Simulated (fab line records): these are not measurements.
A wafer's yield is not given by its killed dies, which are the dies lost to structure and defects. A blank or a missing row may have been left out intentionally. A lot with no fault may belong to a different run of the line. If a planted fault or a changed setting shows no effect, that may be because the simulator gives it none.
Which tool is to blame? ; flow n5Finfet ; 24 lots, 72 wafers sampled, at 6 steps of a route of 1938

== WHAT THE GAUGES READ, wafer by wafer ==
N5_ILD0_THK_MEAS_04.
lot;measured;on;thkNm (nm)
L074;day 3 12:53;filmMetro-01;196.9 195.4 196.6
L075;day 3 18:52;filmMetro-02;196.8 198.2 197.4
L076;day 4 05:55;filmMetro-01;196.9 195.6 195.6
L077;day 4 06:42;filmMetro-01;196.1 197.8 199.3
L078;day 4 13:08;filmMetro-01;196.7 197.0 195.7
L079;day 4 20:10;filmMetro-02;196.4 197.4 198.7
L080;day 5 02:55;filmMetro-02;196.9 197.8 198.3
L081;day 5 08:11;filmMetro-02;197.5 197.5 198.1
L082;day 5 12:49;filmMetro-01;197.3 198.0 198.2
L083;day 5 18:56;filmMetro-01;195.6 197.9 196.8
L084;day 6 02:43;filmMetro-02;198.5 198.2 198.9
L085;day 6 08:35;filmMetro-02;197.5 196.8 196.8
L086;day 6 12:53;filmMetro-01;197.9 200.3 198.9
L087;day 6 19:41;filmMetro-02;197.5 199.0 198.4
L088;day 7 01:28;filmMetro-01;197.5 198.3 197.1
L089;day 7 11:38;filmMetro-01;197.0 197.5 198.8
L090;day 7 13:01;filmMetro-01;196.8 197.7 198.3
L091;day 7 22:45;filmMetro-01;199.3 200.1 200.4
L092;day 7 23:40;filmMetro-01;197.5 197.2 198.9
L093;day 8 06:53;filmMetro-01;199.1 198.0 199.6
L094;day 8 11:51;filmMetro-01;196.8 197.7 197.7
L095;day 8 21:10;filmMetro-02;198.0 198.1 197.9
L096;day 9 06:15;filmMetro-01;197.3 197.3 197.8
L097;day 9 09:45;filmMetro-01;198.1 197.0 198.2

== WHAT TOOL EACH LOT RAN ON (gives the tool, then ch and the chambers of the sampled wafers, and finally the start) ==
lot;N5_SD_EPI_N_ETCH_34;N5_SD_EPI_N_VAPOR_ETCH_50;N5_SD_EPI_P_ETCHBACK_46;N5_SD_ACTIVATION_LSA_01;N5_ILD0_LINER_00
L074;rieDiel-04 ch 2,3, day 3 00:13;epiRpcvd-03 ch 0, day 3 01:49;rieDiel-06 ch 0,1,2, day 3 05:58;laserAnneal-01 ch 0, day 3 09:31;aldSin-03 ch 0,1,2, day 3 10:14
L075;rieDiel-01 ch 0,1,2, day 3 06:35;epiRpcvd-03 ch 0, day 3 08:11;rieDiel-05 ch 0,2,3, day 3 12:05;laserAnneal-02 ch 0, day 3 15:38;aldSin-03 ch 0,1,2, day 3 16:12
L076;rieDiel-01 ch 0,2,3, day 3 17:06;epiRpcvd-04 ch 0, day 3 18:38;rieDiel-05 ch 0,1,2, day 3 22:04;laserAnneal-01 ch 0, day 4 02:47;aldSin-03 ch 0,1,3, day 4 03:16
L077;rieDiel-02 ch 2,3, day 3 18:49;epiRpcvd-02 ch 0, day 3 20:17;rieDiel-05 ch 0,1,3, day 3 23:38;laserAnneal-02 ch 0, day 4 03:14;aldSin-03 ch 0,3, day 4 03:55
L078;rieDiel-02 ch 0,1,2, day 4 01:11;epiRpcvd-04 ch 0, day 4 02:40;rieDiel-06 ch 1,2,3, day 4 06:22;laserAnneal-01 ch 0, day 4 09:55;aldSin-01 ch 0,1,2, day 4 10:29
L079;rieDiel-01 ch 2,3, day 4 08:10;epiRpcvd-03 ch 0, day 4 09:44;rieDiel-03 ch 0,3, day 4 13:23;laserAnneal-02 ch 0, day 4 17:02;aldSin-01 ch 0,3, day 4 17:31
L080;rieDiel-02 ch 0,1,2, day 4 14:48;epiRpcvd-03 ch 0, day 4 16:16;rieDiel-03 ch 0,1,2, day 4 19:45;laserAnneal-01 ch 0, day 4 23:17;aldSin-03 ch 0,1,3, day 5 00:15
L081;rieDiel-01 ch 0,1, day 4 20:05;epiRpcvd-03 ch 0, day 4 21:35;rieDiel-05 ch 0,3, day 5 01:23;laserAnneal-02 ch 0, day 5 04:59;aldSin-02 ch 0,3, day 5 05:31
L082;rieDiel-04 ch 1,3, day 4 23:39;epiRpcvd-02 ch 0, day 5 01:08;rieDiel-03 ch 1,2,3, day 5 05:14;laserAnneal-01 ch 0, day 5 09:38;aldSin-01 ch 1,3, day 5 10:10
L083;rieDiel-04 ch 0,2, day 5 06:59;epiRpcvd-02 ch 0, day 5 08:27;rieDiel-05 ch 1,2, day 5 11:58;laserAnneal-02 ch 0, day 5 15:33;aldSin-02 ch 1,2, day 5 16:17
L084;rieDiel-01 ch 0,1,3, day 5 15:13;epiRpcvd-03 ch 0, day 5 16:40;rieDiel-06 ch 0,1,3, day 5 19:58;laserAnneal-01 ch 0, day 5 23:30;aldSin-02 ch 0,2,3, day 6 00:04
L085;rieDiel-02 ch 1,2,3, day 5 19:38;epiRpcvd-03 ch 0, day 5 21:07;rieDiel-05 ch 1,2,3, day 6 01:00;laserAnneal-02 ch 0, day 6 05:22;aldSin-03 ch 0,2,3, day 6 05:56
L086;rieDiel-02 ch 0,3, day 6 00:17;epiRpcvd-02 ch 0, day 6 01:52;rieDiel-05 ch 0,1,3, day 6 05:56;laserAnneal-01 ch 0, day 6 09:28;aldSin-03 ch 0,2,3, day 6 10:13
L087;rieDiel-04 ch 0,3, day 6 08:11;epiRpcvd-02 ch 0, day 6 09:44;rieDiel-03 ch 0,2,3, day 6 12:56;laserAnneal-02 ch 0, day 6 16:31;aldSin-03 ch 0,2,3, day 6 17:01
L088;rieDiel-04 ch 0,1,3, day 6 13:38;epiRpcvd-02 ch 0, day 6 15:06;rieDiel-03 ch 1,2,3, day 6 18:24;laserAnneal-01 ch 0, day 6 22:01;aldSin-01 ch 1,2,3, day 6 22:48
L089;rieDiel-04 ch 0,2, day 6 23:51;epiRpcvd-03 ch 0, day 7 01:20;rieDiel-03 ch 1,2, day 7 04:44;laserAnneal-02 ch 0, day 7 08:25;aldSin-01 ch 1,2,3, day 7 08:59
L090;rieDiel-01 ch 1,3, day 7 00:32;epiRpcvd-04 ch 0, day 7 02:07;rieDiel-05 ch 0,1, day 7 06:13;laserAnneal-01 ch 0, day 7 09:48;aldSin-03 ch 0,3, day 7 10:22
L091;rieDiel-02 ch 1,2,3, day 7 11:07;epiRpcvd-03 ch 0, day 7 12:41;rieDiel-03 ch 0,1, day 7 15:58;laserAnneal-02 ch 0, day 7 19:35;aldSin-03 ch 1,2,3, day 7 20:05
L092;rieDiel-01 ch 1,2,3, day 7 11:53;epiRpcvd-04 ch 0, day 7 13:21;rieDiel-03 ch 0,1,2, day 7 16:42;laserAnneal-01 ch 0, day 7 20:25;aldSin-01 ch 0,1, day 7 20:59
L093;rieDiel-01 ch 0,2, day 7 19:02;epiRpcvd-02 ch 0, day 7 20:30;rieDiel-06 ch 2,3, day 7 23:59;laserAnneal-01 ch 0, day 8 03:39;aldSin-03 ch 1,2,3, day 8 04:14
L094;rieDiel-02 ch 1,2,3, day 7 23:53;epiRpcvd-02 ch 0, day 8 01:21;rieDiel-06 ch 1,2,3, day 8 04:49;laserAnneal-01 ch 0, day 8 08:36;aldSin-01 ch 0,2,3, day 8 09:11
L095;rieDiel-04 ch 0,1, day 8 08:08;epiRpcvd-02 ch 0, day 8 09:38;rieDiel-05 ch 0,1,2, day 8 12:57;laserAnneal-01 ch 0, day 8 17:29;aldSin-01 ch 0,1,2, day 8 18:08
L096;rieDiel-01 ch 0,1,2, day 8 17:58;epiRpcvd-03 ch 0, day 8 19:26;rieDiel-05 ch 2,3, day 8 22:51;laserAnneal-01 ch 0, day 9 02:24;aldSin-01 ch 2,3, day 9 03:14
L097;rieDiel-04 ch 1,3, day 8 20:54;epiRpcvd-04 ch 0, day 8 22:26;rieDiel-06 ch 0,2,3, day 9 01:46;laserAnneal-01 ch 0, day 9 06:13;aldSin-03 ch 0,1, day 9 06:43
- N5_SD_EPI_N_ETCH_34: etches SiARC in CF4, target depth 45.5 nm, time 75.8 s.
- N5_SD_EPI_N_VAPOR_ETCH_50: etches Si in HCl, time 54 s.
- N5_SD_EPI_P_ETCHBACK_46: etches SiNx in CH3F/O2, stops on SiO2, target depth 17.5 nm.
- N5_SD_ACTIVATION_LSA_01: time 0.0008 s.
- N5_ILD0_LINER_00: material SiNx, target thk 4 nm, pulse time 1 s, purge time 2 s.

== AS READ BY THE TOOLS THEMSELVES (means over the sampled wafers that have a number; for cases with no such wafer, the mark the record gives instead) ==
N5_SD_EPI_N_ETCH_34.
lot;tool;cf4FlowSccm (sccm);drypumpMotorCurrentA (A);etchRfOnTimeS (s);oesProductAu (a.u.);rfVppV (V);showerheadPlenumPTorr (Torr);throttleValvePct (%)
L074;rieDiel-04;100.1;5.6;75.9;0.66;184.7;2.19;15.94
L075;rieDiel-01;99.7;5.8;75.1;0.63;184.2;2.11;15.72
L076;rieDiel-01;99.9;5.9;75.1;0.64;185.0;2.16;15.74
L077;rieDiel-02;99.8;5.0;75.6;0.65;183.0;2.09;15.76
L078;rieDiel-02;100.0;5.3;76.3;0.63;183.6;2.11;15.84
L079;rieDiel-01;100.3;6.0;74.2;0.69;184.0;2.17;15.73
L080;rieDiel-02;100.0;5.3;76.5;0.62;183.4;2.11;15.83
L081;rieDiel-01;99.7;6.0;75.3;0.66;184.9;2.12;15.82
L082;rieDiel-04;100.0;4.9;76.1;0.65;184.3;2.14;15.79
L083;rieDiel-04;100.1;5.6;77.0;0.67;184.4;2.19;15.99
L084;rieDiel-01;99.8;6.1;74.7;0.67;184.4;2.18;15.84
L085;rieDiel-02;99.9;5.1;75.2;0.62;183.7;2.11;15.78
L086;rieDiel-02;99.7;5.4;76.5;0.65;184.5;2.14;15.80
L087;rieDiel-04;100.1;5.4;74.0;0.75;184.5;2.18;15.63
L088;rieDiel-04;99.9;5.2;75.2;0.71;184.4;2.16;15.72
L089;rieDiel-04;99.8;5.5;73.9;0.81;184.3;2.19;15.66
L090;rieDiel-01;99.9;6.2;74.6;0.70;183.9;2.19;15.87
L091;rieDiel-02;99.6;5.1;75.7;0.69;182.8;2.10;15.64
L092;rieDiel-01;100.1;6.0;74.0;0.73;184.4;2.20;15.63
L093;rieDiel-01;100.1;5.8;74.8;0.84;185.6;2.22;15.29
L094;rieDiel-02;99.9;5.1;75.2;0.68;185.1;2.10;15.64
L095;rieDiel-04;99.4;5.0;75.2;0.65;184.1;2.14;15.84
L096;rieDiel-01;100.2;5.9;74.3;0.76;184.6;2.18;15.47
L097;rieDiel-04;100.1;5.0;76.8;0.62;183.6;2.13;15.84

N5_SD_EPI_N_VAPOR_ETCH_50.
lot;tool;throttleValvePct (%)
L074;epiRpcvd-03;11.88
L075;epiRpcvd-03;11.72
L076;epiRpcvd-04;12.16
L077;epiRpcvd-02;12.28
L078;epiRpcvd-04;11.99
L079;epiRpcvd-03;11.95
L080;epiRpcvd-03;11.86
L081;epiRpcvd-03;11.91
L082;epiRpcvd-02;12.14
L083;epiRpcvd-02;12.20
L084;epiRpcvd-03;11.86
L085;epiRpcvd-03;12.03
L086;epiRpcvd-02;12.28
L087;epiRpcvd-02;12.23
L088;epiRpcvd-02;12.27
L089;epiRpcvd-03;11.89
L090;epiRpcvd-04;12.27
L091;epiRpcvd-03;11.85
L092;epiRpcvd-04;12.14
L093;epiRpcvd-02;12.25
L094;epiRpcvd-02;12.35
L095;epiRpcvd-02;12.16
L096;epiRpcvd-03;11.83
L097;epiRpcvd-04;12.12

N5_SD_EPI_P_ETCHBACK_46.
lot;tool;O2_flow_sccm (sccm);drypumpMotorCurrentA (A);oesProductAu (a.u.);rfVppV (V);showerheadPlenumPTorr (Torr);throttleValvePct (%)
L074;rieDiel-06;20.01;5.5;0.72;298;1.97;16.45
L075;rieDiel-05;20.04;5.6;0.65;296;2.03;16.34
L076;rieDiel-05;20.02;5.6;0.63;296;1.97;16.49
L077;rieDiel-05;20.01;5.4;0.65;296;2.01;16.38
L078;rieDiel-06;20.01;5.9;0.76;300;2.01;16.32
L079;rieDiel-03;20.03;5.2;0.70;296;2.04;16.22
L080;rieDiel-03;20.05;5.1;0.63;299;2.04;16.31
L081;rieDiel-05;20.01;5.3;0.66;295;2.04;16.20
L082;rieDiel-03;20.09;5.0;0.66;295;2.03;16.27
L083;rieDiel-05;20.04;5.7;0.61;297;1.92;16.69
L084;rieDiel-06;20.00;5.9;0.74;298;2.01;16.31
L085;rieDiel-05;20.00;5.7;0.62;297;1.99;16.56
L086;rieDiel-05;19.95;5.4;0.63;296;2.00;16.41
L087;rieDiel-03;20.01;5.1;0.65;297;2.03;16.27
L088;rieDiel-03;20.00;5.0;0.65;295;2.03;16.29
L089;rieDiel-03;19.98;5.0;0.61;296;2.04;16.36
L090;rieDiel-05;19.94;5.5;0.62;296;1.93;16.56
L091;rieDiel-03;20.03;5.3;0.61;301;2.07;16.35
L092;rieDiel-03;19.99;5.1;0.61;297;2.04;16.34
L093;rieDiel-06;19.98;6.4;0.72;299;2.01;16.32
L094;rieDiel-06;20.02;5.9;0.71;300;2.00;16.38
L095;rieDiel-05;20.01;5.6;0.61;296;1.96;16.54
L096;rieDiel-05;20.00;5.8;0.60;296;2.01;16.56
L097;rieDiel-06;20.01;6.0;0.68;297;1.96;16.47

N5_SD_ACTIVATION_LSA_01.
lot;tool;wafer_temp_C_max
L074;laserAnneal-01;1084.5
L075;laserAnneal-02;1084.7
L076;laserAnneal-01;1083.7
L077;laserAnneal-02;1084.4
L078;laserAnneal-01;1083.6
L079;laserAnneal-02;1085.8
L080;laserAnneal-01;1084.2
L081;laserAnneal-02;1086.6
L082;laserAnneal-01;1083.6
L083;laserAnneal-02;1084.9
L084;laserAnneal-01;1083.8
L085;laserAnneal-02;1085.5
L086;laserAnneal-01;1084.4
L087;laserAnneal-02;1086.3
L088;laserAnneal-01;1084.9
L089;laserAnneal-02;1085.5
L090;laserAnneal-01;1084.6
L091;laserAnneal-02;1085.0
L092;laserAnneal-01;1083.9
L093;laserAnneal-01;1083.2
L094;laserAnneal-01;1084.7
L095;laserAnneal-01;1084.2
L096;laserAnneal-01;1083.8
L097;laserAnneal-01;1084.4

N5_ILD0_LINER_00.
lot;tool;heaterPowerW (W);precursorPulseHeightRel
L074;aldSin-03;803;1.003
L075;aldSin-03;790;1.000
L076;aldSin-03;807;1.006
L077;aldSin-03;839;1.000
L078;aldSin-01;868;0.974
L079;aldSin-01;872;1.002
L080;aldSin-03;799;1.015
L081;aldSin-02;946;0.995
L082;aldSin-01;828;1.013
L083;aldSin-02;796;1.007
L084;aldSin-02;892;1.012
L085;aldSin-03;842;0.997
L086;aldSin-03;822;1.002
L087;aldSin-03;835;0.989
L088;aldSin-01;856;1.017
L089;aldSin-01;871;1.009
L090;aldSin-03;860;1.008
L091;aldSin-03;787;0.998
L092;aldSin-01;806;0.996
L093;aldSin-03;783;0.988
L094;aldSin-01;903;1.014
L095;aldSin-01;875;0.986
L096;aldSin-01;898;1.002
L097;aldSin-03;830;0.976

== THE ANSWER, worked out from the rows above alone ==
Rule: the lots themselves supply what counts as usual. Put in order of their means at a reading, lots are off if they are a third of the lots or fewer, leave a main group of 4 or more, and stand apart from it by a gap of 3 or more times the standard deviation of the main group's means; of several such gaps the widest counts. A main group whose means are all the same, to the digits that the tables above print for the reading, isn't used. A lot without any number at a reading at which 4 lots or more have one is off too. All remaining lots with rows at the step are treated as sound. The gauges are gone through in route order, then the tools' own readings, and for those a lot's mean is taken as printed above. The first step at which some lot is off is used, and at that step the reading that is off furthest; a lot without a number counts as furthest.
Nothing can be told from this: no lot is off at any reading shown.

== WHAT THE SIMULATOR PUT IN ==
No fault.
